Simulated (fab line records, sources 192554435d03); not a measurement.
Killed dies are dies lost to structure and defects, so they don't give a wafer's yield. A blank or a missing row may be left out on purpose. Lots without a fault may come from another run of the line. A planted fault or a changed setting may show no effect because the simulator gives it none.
Which tool did it? | flow n5_finfet | 24 lots, 72 wafers sampled, at 6 steps of a route of 1938

WHAT THE GAUGES READ, wafer by wafer
N5_GATE_CUT_INSPECT_26: inspects for defects (darkfield).
lot  | measured     | on                | raw_defect_count
L074 | day 4 15:10  | defect_inspect-02 | 34 22 46
L075 | day 5 02:22  | defect_inspect-02 | 63 58 42
L076 | day 5 05:40  | defect_inspect-01 | 50 36 29
L077 | day 5 08:47  | defect_inspect-02 | 44 51 22
L078 | day 5 14:17  | defect_inspect-01 | 34 32 29
L079 | day 5 21:10  | defect_inspect-02 | 26 19 24
L080 | day 6 03:58  | defect_inspect-01 | 44 41 33
L081 | day 6 10:19  | defect_inspect-02 | 59 47 30
L082 | day 6 18:53  | defect_inspect-01 | 31 34 27
L083 | day 6 21:23  | defect_inspect-01 | 21 34 32
L084 | day 7 04:04  | defect_inspect-01 | 40 47 15
L085 | day 7 06:35  | defect_inspect-02 | 34 33 46
L086 | day 7 16:22  | defect_inspect-02 | 39 46 71
L087 | day 7 22:32  | defect_inspect-01 | 30 15 53
L088 | day 8 04:28  | defect_inspect-02 | 36 60 34
L089 | day 8 12:25  | defect_inspect-02 | 28 30 34
L090 | day 8 14:41  | defect_inspect-02 | 40 32 35
L091 | day 8 23:28  | defect_inspect-01 | 25 23 51
L092 | day 9 01:43  | defect_inspect-02 | 66 78 63
L093 | day 9 12:10  | defect_inspect-02 | 31 32 55
L094 | day 9 13:37  | defect_inspect-02 | 32 15 51
L095 | day 9 19:48  | defect_inspect-01 | 41 40 48
L096 | day 10 07:47 | defect_inspect-01 | 73 68 48
L097 | day 10 10:47 | defect_inspect-02 | 37 28 18

N5_BEOL_M0_SAQP_INSPECT_42: inspects for defects (brightfield).
lot  | measured     | on                | raw_defect_count
L074 | day 5 16:17  | defect_inspect-02 | 248 250 192
L075 | day 6 05:49  | defect_inspect-01 | 482 515 261
L076 | day 6 06:55  | defect_inspect-02 | 334 237 214
L077 | day 6 10:17  | defect_inspect-01 | 242 279 272
L078 | day 6 16:59  | defect_inspect-01 | 253 281 235
L079 | day 6 19:20  | defect_inspect-01 | 378 399 265
L080 | day 7 01:30  | defect_inspect-01 | 381 370 348
L081 | day 7 09:34  | defect_inspect-01 | 375 237 255
L082 | day 7 16:40  | defect_inspect-01 | 294 235 285
L083 | day 7 21:23  | defect_inspect-01 | 398 296 508
L084 | day 8 09:05  | defect_inspect-02 | 233 279 219
L085 | day 8 10:45  | defect_inspect-01 | 167 204 279
L086 | day 8 17:28  | defect_inspect-02 | 178 222 257
L087 | day 9 03:45  | defect_inspect-01 | 383 319 321
L088 | day 9 03:59  | defect_inspect-02 | 206 250 345
L089 | day 9 11:45  | defect_inspect-01 | 240 183 247
L090 | day 9 16:32  | defect_inspect-02 | 193 203 225
L091 | day 10 03:28 | defect_inspect-01 | 413 440 426
L092 | day 10 04:05 | defect_inspect-02 | 369 286 299
L093 | day 10 17:32 | defect_inspect-02 | 393 281 261
L094 | day 11 00:26 | defect_inspect-01 | 581 305 403
L095 | day 11 00:41 | defect_inspect-01 | 373 370 305
L096 | day 11 10:30 | defect_inspect-02 | 203 258 201
L097 | day 11 12:49 | defect_inspect-01 | 243 279 332

WHICH TOOL RAN EACH LOT (tool, then ch and the chambers of the sampled wafers, then the start)
lot  | N5_MOL_CONTACT_COAG_TI_SIL_19 | N5_MOL_CONTACT_COAG_ALD_27        | N5_MOL_CONTACT_COAG_ALD_123       | N5_MOL_CONTACT_COAG_ETCH_124
L074 | pvd_sputter-03, day 4 18:54   | ald_sin-04 ch 0,3, day 5 00:31    | ald_sin-04 ch 2,3, day 5 02:40    | rie_diel-05 ch 1,2, day 5 06:11
L075 | pvd_sputter-02, day 5 03:45   | ald_sin-01 ch 0,2,3, day 5 12:01  | ald_sin-01 ch 0,1,3, day 5 13:55  | rie_diel-06 ch 0,1, day 5 17:17
L076 | pvd_sputter-03, day 5 07:25   | ald_sin-03 ch 0,1,3, day 5 12:13  | ald_sin-04 ch 0,1,2, day 5 14:07  | rie_diel-04 ch 1,2,3, day 5 17:30
L077 | pvd_sputter-01, day 5 10:55   | ald_sin-04 ch 0,1,3, day 5 15:40  | ald_sin-04 ch 0,2,3, day 5 17:34  | rie_diel-06 ch 0,1,2, day 5 20:35
L078 | pvd_sputter-03, day 5 17:48   | ald_sin-04 ch 2,3, day 6 01:05    | ald_sin-01 ch 0,3, day 6 02:59    | rie_diel-04 ch 0,1,2, day 6 06:15
L079 | pvd_sputter-03, day 5 23:34   | ald_sin-03 ch 1,2, day 6 04:07    | ald_sin-03 ch 1,2,3, day 6 06:01  | rie_diel-06 ch 0,3, day 6 09:05
L080 | pvd_sputter-01, day 6 05:29   | ald_sin-01 ch 0,2,3, day 6 10:35  | ald_sin-01 ch 1,2,3, day 6 12:29  | rie_diel-06 ch 0,1,3, day 6 15:20
L081 | pvd_sputter-03, day 6 12:05   | ald_sin-03 ch 0,2,3, day 6 16:53  | ald_sin-04 ch 1,3, day 6 18:53    | rie_diel-06 ch 0,1,3, day 6 22:05
L082 | pvd_sputter-01, day 6 20:10   | ald_sin-03 ch 1,2, day 7 00:27    | ald_sin-01 ch 0,1,2, day 7 02:52  | rie_diel-04 ch 0,3, day 7 06:01
L083 | pvd_sputter-01, day 6 23:07   | ald_sin-03 ch 0,2,3, day 7 05:28  | ald_sin-03 ch 0,1,3, day 7 07:22  | rie_diel-04 ch 1,2, day 7 10:58
L084 | pvd_sputter-03, day 7 05:49   | ald_sin-03 ch 0,1,3, day 7 14:11  | ald_sin-01 ch 1,3, day 7 17:38    | rie_diel-04 ch 1,2, day 7 20:58
L085 | pvd_sputter-02, day 7 09:23   | ald_sin-04 ch 1,2, day 7 15:55    | ald_sin-04 ch 1,2,3, day 7 17:49  | rie_diel-05 ch 0,1, day 7 21:31
L086 | pvd_sputter-02, day 7 19:53   | ald_sin-03 ch 0,1, day 8 01:14    | ald_sin-04 ch 0,1, day 8 03:11    | rie_diel-06 ch 0,2,3, day 8 06:55
L087 | pvd_sputter-03, day 8 00:13   | ald_sin-01 ch 1,2,3, day 8 07:32  | ald_sin-04 ch 0,1,2, day 8 09:54  | rie_diel-05 ch 0,1,2, day 8 14:30
L088 | pvd_sputter-02, day 8 06:01   | ald_sin-04 ch 0,2,3, day 8 10:50  | ald_sin-01 ch 1,2,3, day 8 12:44  | rie_diel-04 ch 0,2,3, day 8 17:03
L089 | pvd_sputter-03, day 8 14:00   | ald_sin-01 ch 0,1,2, day 8 20:25  | ald_sin-04 ch 0,3, day 8 22:19    | rie_diel-05 ch 0,2, day 9 01:17
L090 | pvd_sputter-02, day 8 17:07   | ald_sin-04 ch 1,3, day 9 00:09    | ald_sin-03 ch 1,3, day 9 02:03    | rie_diel-05 ch 0,1,3, day 9 05:28
L091 | pvd_sputter-01, day 9 01:07   | ald_sin-01 ch 0,1,3, day 9 07:26  | ald_sin-01 ch 0,1,3, day 9 09:40  | rie_diel-06 ch 1,2,3, day 9 12:53
L092 | pvd_sputter-03, day 9 03:10   | ald_sin-03 ch 0,1,2, day 9 09:09  | ald_sin-04 ch 0,1,2, day 9 11:03  | rie_diel-06 ch 1,2,3, day 9 14:44
L093 | pvd_sputter-01, day 9 16:41   | ald_sin-01 ch 0,2,3, day 10 01:46 | ald_sin-03 ch 1,2, day 10 04:16   | rie_diel-06 ch 0,3, day 10 07:10
L094 | pvd_sputter-03, day 9 16:45   | ald_sin-04 ch 0,2,3, day 10 02:48 | ald_sin-03 ch 1,3, day 10 04:45   | rie_diel-05 ch 0,1,3, day 10 07:30
L095 | pvd_sputter-03, day 9 22:42   | ald_sin-01 ch 0,1,3, day 10 03:41 | ald_sin-01 ch 0,1,3, day 10 06:02 | rie_diel-06 ch 0,2,3, day 10 09:07
L096 | pvd_sputter-01, day 10 09:35  | ald_sin-01 ch 1,2,3, day 10 17:18 | ald_sin-01 ch 2,3, day 10 19:18   | rie_diel-04 ch 0,2,3, day 10 22:40
L097 | pvd_sputter-01, day 10 12:33  | ald_sin-03 ch 0,3, day 10 20:52   | ald_sin-01 ch 0,1,3, day 10 22:46 | rie_diel-05 ch 0,2, day 11 01:47
- N5_MOL_CONTACT_COAG_TI_SIL_19: material Ti, target thk 4.2 nm, time 15 s.
- N5_MOL_CONTACT_COAG_ALD_27: deposits SiOC, target thk 17 nm, pulse time 1.5 s, time 2720 s.
- N5_MOL_CONTACT_COAG_ALD_123: deposits SiNx, target thk 5 nm, pulse time 1 s, purge time 2 s.
- N5_MOL_CONTACT_COAG_ETCH_124: etches SiNx in CH3F/O2, stops on SiOC, target depth 6.5 nm.

WHAT THE TOOLS THEMSELVES READ (means of the sampled wafers that have a number; where no wafer has one, the mark that the record gives instead)
N5_MOL_CONTACT_COAG_TI_SIL_19.
lot  | tool           | throttle_valve_pct (%)
L074 | pvd_sputter-03 | 30.8
L075 | pvd_sputter-02 | 30.4
L076 | pvd_sputter-03 | 30.7
L077 | pvd_sputter-01 | 29.0
L078 | pvd_sputter-03 | 31.2
L079 | pvd_sputter-03 | 30.2
L080 | pvd_sputter-01 | 30.2
L081 | pvd_sputter-03 | 31.2
L082 | pvd_sputter-01 | 30.9
L083 | pvd_sputter-01 | 30.3
L084 | pvd_sputter-03 | 29.7
L085 | pvd_sputter-02 | 30.1
L086 | pvd_sputter-02 | 31.0
L087 | pvd_sputter-03 | 31.2
L088 | pvd_sputter-02 | 30.5
L089 | pvd_sputter-03 | 30.4
L090 | pvd_sputter-02 | 31.3
L091 | pvd_sputter-01 | 30.8
L092 | pvd_sputter-03 | 30.5
L093 | pvd_sputter-01 | 30.9
L094 | pvd_sputter-03 | 30.5
L095 | pvd_sputter-03 | 30.6
L096 | pvd_sputter-01 | 30.8
L097 | pvd_sputter-01 | 29.2

N5_MOL_CONTACT_COAG_ALD_27.
lot  | tool       | heater_power_w (W) | precursor_pulse_height_rel
L074 | ald_sin-04 | 875                | 0.988
L075 | ald_sin-01 | 815                | 1.028
L076 | ald_sin-03 | 889                | 0.992
L077 | ald_sin-04 | 829                | 0.999
L078 | ald_sin-04 | 848                | 0.994
L079 | ald_sin-03 | 911                | 1.008
L080 | ald_sin-01 | 820                | 1.019
L081 | ald_sin-03 | 874                | 1.001
L082 | ald_sin-03 | 895                | 1.008
L083 | ald_sin-03 | 872                | 0.989
L084 | ald_sin-03 | 886                | 1.003
L085 | ald_sin-04 | 872                | 0.993
L086 | ald_sin-03 | 937                | 0.990
L087 | ald_sin-01 | 904                | 0.999
L088 | ald_sin-04 | 880                | 1.002
L089 | ald_sin-01 | 911                | 0.997
L090 | ald_sin-04 | 762                | 1.027
L091 | ald_sin-01 | 850                | 0.994
L092 | ald_sin-03 | 871                | 1.007
L093 | ald_sin-01 | 829                | 0.997
L094 | ald_sin-04 | 870                | 1.002
L095 | ald_sin-01 | 839                | 0.994
L096 | ald_sin-01 | 899                | 1.024
L097 | ald_sin-03 | 871                | 1.018

N5_MOL_CONTACT_COAG_ALD_123.
lot  | tool       | heater_power_w (W) | precursor_pulse_height_rel
L074 | ald_sin-04 | 796                | 0.988
L075 | ald_sin-01 | 847                | 0.998
L076 | ald_sin-04 | 893                | 1.005
L077 | ald_sin-04 | 865                | 1.004
L078 | ald_sin-01 | 753                | 1.009
L079 | ald_sin-03 | 875                | 0.989
L080 | ald_sin-01 | 889                | 1.020
L081 | ald_sin-04 | 763                | 0.989
L082 | ald_sin-01 | 907                | 1.008
L083 | ald_sin-03 | 887                | 1.006
L084 | ald_sin-01 | 922                | 0.997
L085 | ald_sin-04 | 819                | 1.024
L086 | ald_sin-04 | 889                | 1.009
L087 | ald_sin-04 | 915                | 1.005
L088 | ald_sin-01 | 889                | 0.983
L089 | ald_sin-04 | 886                | 0.998
L090 | ald_sin-03 | 824                | 0.986
L091 | ald_sin-01 | 846                | 1.005
L092 | ald_sin-04 | 914                | 0.983
L093 | ald_sin-03 | 865                | 1.011
L094 | ald_sin-03 | 871                | 1.003
L095 | ald_sin-01 | 848                | 0.983
L096 | ald_sin-01 | 874                | 0.993
L097 | ald_sin-01 | 851                | 1.001

N5_MOL_CONTACT_COAG_ETCH_124.
lot  | tool        | CH3F_flow_sccm (sccm) | drypump_motor_current_A (A) | oes_product_au (a.u.) | rf_vpp_V (V) | showerhead_plenum_p_Torr (Torr) | throttle_valve_pct (%)
L074 | rie_diel-05 | 30.04                 | 6.0                         | 0.75                  | 300          | 2.06                            | 16.00
L075 | rie_diel-06 | 30.00                 | 6.1                         | 0.61                  | 302          | 2.02                            | 16.41
L076 | rie_diel-04 | 29.97                 | 5.5                         | 0.65                  | 293          | 2.04                            | 16.41
L077 | rie_diel-06 | 29.98                 | 6.1                         | 0.61                  | 302          | 2.01                            | 16.41
L078 | rie_diel-04 | 29.95                 | 5.5                         | 0.64                  | 305          | 2.07                            | 16.47
L079 | rie_diel-06 | 30.05                 | 5.5                         | 0.67                  | 287          | 1.97                            | 16.32
L080 | rie_diel-06 | 29.95                 | 5.8                         | 0.67                  | 295          | 2.01                            | 16.27
L081 | rie_diel-06 | 30.01                 | 5.8                         | 0.66                  | 295          | 2.01                            | 16.27
L082 | rie_diel-04 | 29.97                 | 5.3                         | 0.60                  | 286          | 2.01                            | 16.63
L083 | rie_diel-04 | 30.06                 | 5.6                         | 0.67                  | 305          | 2.08                            | 16.36
L084 | rie_diel-04 | 29.93                 | 5.5                         | 0.64                  | 298          | 2.06                            | 16.37
L085 | rie_diel-05 | 29.98                 | 5.8                         | 0.76                  | 300          | 2.01                            | 16.03
L086 | rie_diel-06 | 29.91                 | 5.8                         | 0.72                  | 298          | 2.00                            | 16.16
L087 | rie_diel-05 | 30.00                 | 5.7                         | 0.73                  | 304          | 2.03                            | 16.13
L088 | rie_diel-04 | 29.96                 | 5.5                         | 0.63                  | 298          | 2.04                            | 16.59
L089 | rie_diel-05 | 30.02                 | 5.6                         | 0.69                  | 306          | 2.04                            | 16.22
L090 | rie_diel-05 | 29.98                 | 5.9                         | 0.70                  | 299          | 1.99                            | 16.22
L091 | rie_diel-06 | 30.01                 | 6.2                         | 0.78                  | 306          | 2.04                            | 15.96
L092 | rie_diel-06 | 29.99                 | 6.2                         | 0.78                  | 306          | 2.04                            | 15.95
L093 | rie_diel-06 | 30.01                 | 5.5                         | 0.63                  | 287          | 1.96                            | 16.39
L094 | rie_diel-05 | 30.03                 | 5.9                         | 0.69                  | 299          | 1.99                            | 16.24
L095 | rie_diel-06 | 29.94                 | 5.8                         | 0.70                  | 298          | 1.99                            | 16.19
L096 | rie_diel-04 | 29.97                 | 5.5                         | 0.68                  | 298          | 2.04                            | 16.44
L097 | rie_diel-05 | 30.04                 | 5.5                         | 0.72                  | 304          | 2.00                            | 16.21

THE ANSWER, worked out from the rows above alone
Rule: what is usual is taken from the lots themselves. Put in order of their means at a reading, lots are off if they are a third of the lots or fewer, leave a main group of 4 or more, and stand apart from it by a gap of 3 or more times the standard deviation of the main group's means; of several such gaps the widest counts. A main group whose means are all the same, to the digits that the tables above print for the reading, isn't used. A lot without any number at a reading at which 4 lots or more have one is off too. The other lots that the step has rows for count as sound. The gauges are gone through in route order, then the tools' own readings, and for those a lot's mean is taken as printed above. The first step at which some lot is off is used, and at that step the reading that is off furthest; a lot without a number counts as furthest.
No lot is off at any reading shown: from this, nothing can be told.

WHAT THE SIMULATOR HAD PUT IN
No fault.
